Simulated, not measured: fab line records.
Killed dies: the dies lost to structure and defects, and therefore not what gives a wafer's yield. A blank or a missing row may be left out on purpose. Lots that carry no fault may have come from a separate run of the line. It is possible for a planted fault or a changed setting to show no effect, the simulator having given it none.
Struck lot and sound lot, side by side -- flow n5Finfet -- 15 out of 1938 route steps
Sound: the wafers L278.2, L278.3, L278.5. The struck wafers were L282.1, L282.4. The cause comes at the end.
Order at every step that has rows: each side's tool, ch and its chambers, its first start. Under that, the readings that differ: sound wafers -- struck wafers -- difference of the means -- sigmas: that difference in standard deviations of wafers without a fault.
alike: words and numbers the same on both sides, and readings whose means are apart by under 2 such deviations; not compared: readings that were withheld, readings missing a value for some wafer, numbers with overlapping values and no deviation given by the record, and bounds like >300 which may hide the same value.
Wherever a step has rows on one side only, a row that says differs or no value, or a row with sigmas, the two part there. Numbers that don't overlap but have no deviation are shown without sigmas and don't part them. A reading that every wafer of one side lacks parts them only if that side has two wafers or more.

first, 3 steps without rows for these wafers: N5_SDB_PRECLEAN_38 (cleans in dHF, time 10 s); N5_SDB_PRECLEAN_39 (cleans in O3/DIW, time 45 s); N5_SDB_SRD_28 (time 30 s).
N5_SDB_ALD_29: deposits SiNx, target thk 30 nm, pulse time 1 s, ald cycles 600.
  sound on aldSin-04 ch 0,2,3, day 6 09:09; struck on aldSin-01 ch 0,1, day 7 09:00
  alike: chamberPressureTorr, heaterPowerW, precursorPulseHeightRel
N5_SDB_CMP_30: polishes, stops on poly-Si, t overpolish 1.54 s, target thk 30 nm.
  sound on cmp-03 ch 1,2,3, day 6 11:55; struck on cmp-04 ch 0,2, day 7 11:44
  alike: motorCurrentA, overpolishRunS, platenRpm, timeToEndpointS
N5_SDB_THK_MEAS_31:
  struck on filmMetro-01, day 7 12:01; sound on filmMetro-02, day 6 12:10
  alike: SDB_THK
N5_SDB_INSPECT_36: inspects for defects (darkfield).
  struck on defectInspect-02, day 7 12:03; sound on defectInspect-01, day 6 12:12
  alike: rawDefectCount
N5_DUMMY_REMOVAL_HM_STRIP_01: strips SiNx in CH3F/O2, stops on poly-Si, target depth 4 nm, time 6.8 s.
  sound on rieDiel-03 ch 0,1,2, day 6 12:14; struck on rieDiel-01 ch 0,2, day 7 12:05
  alike: chamberPressureMTorr, drypumpMotorCurrentA, oesProductAu, rfVppV, showerheadPlenumPTorr, throttleValvePct
  not compared: rfHoursCounterH
N5_DUMMY_REMOVAL_STRIP_10: strips in N2/H2, time 40 s.
  sound on rieDiel-03 ch 0,1,2, day 6 12:16; struck on rieDiel-01 ch 0,2, day 7 12:07
  alike: chamberPressureMTorr, drypumpMotorCurrentA, oesProductAu, rfVppV, showerheadPlenumPTorr, throttleValvePct
  not compared: rfHoursCounterH
then, 2 steps without rows for these wafers: N5_DUMMY_REMOVAL_PRECLEAN_07 (cleans in dHF, time 30 s); N5_DUMMY_REMOVAL_DUMMY_REMOVE_02 (chemistry TMAH, target poly-Si, stops on SiO2, target depth 142 nm, time 57 s, rinse time 30 s).
N5_DUMMY_REMOVAL_INSPECT_06: inspects for defects (brightfield).
  struck on defectInspect-02, day 7 12:17; sound on defectInspect-02, day 6 12:26
  alike: rawDefectCount
N5_DUMMY_REMOVAL_PRECLEAN_08: cleans in NF3:NH3, afs cycles 2, time 20 s, sublimation time 60 s.
  sound on remotePlasma-02 ch 1, day 6 12:30; struck on remotePlasma-01 ch 1, day 7 12:19
reading,sound,struck,difference,sigmas
timeS (s),20 20 20,17.865 17.865,-2.135,
then, 1 step without rows for these wafers: N5_DUMMY_REMOVAL_PRECLEAN_04 (cleans in DHF, time 37 s).
N5_PASSIVATION_PROBE_49:
  the record holds rows for the sound wafers here (prober-02, day 16 02:32) but none for the struck ones

WHERE THEY PART
At N5_PASSIVATION_PROBE_49 and nowhere else, as far as this record goes.

WHY: what the simulator had put in
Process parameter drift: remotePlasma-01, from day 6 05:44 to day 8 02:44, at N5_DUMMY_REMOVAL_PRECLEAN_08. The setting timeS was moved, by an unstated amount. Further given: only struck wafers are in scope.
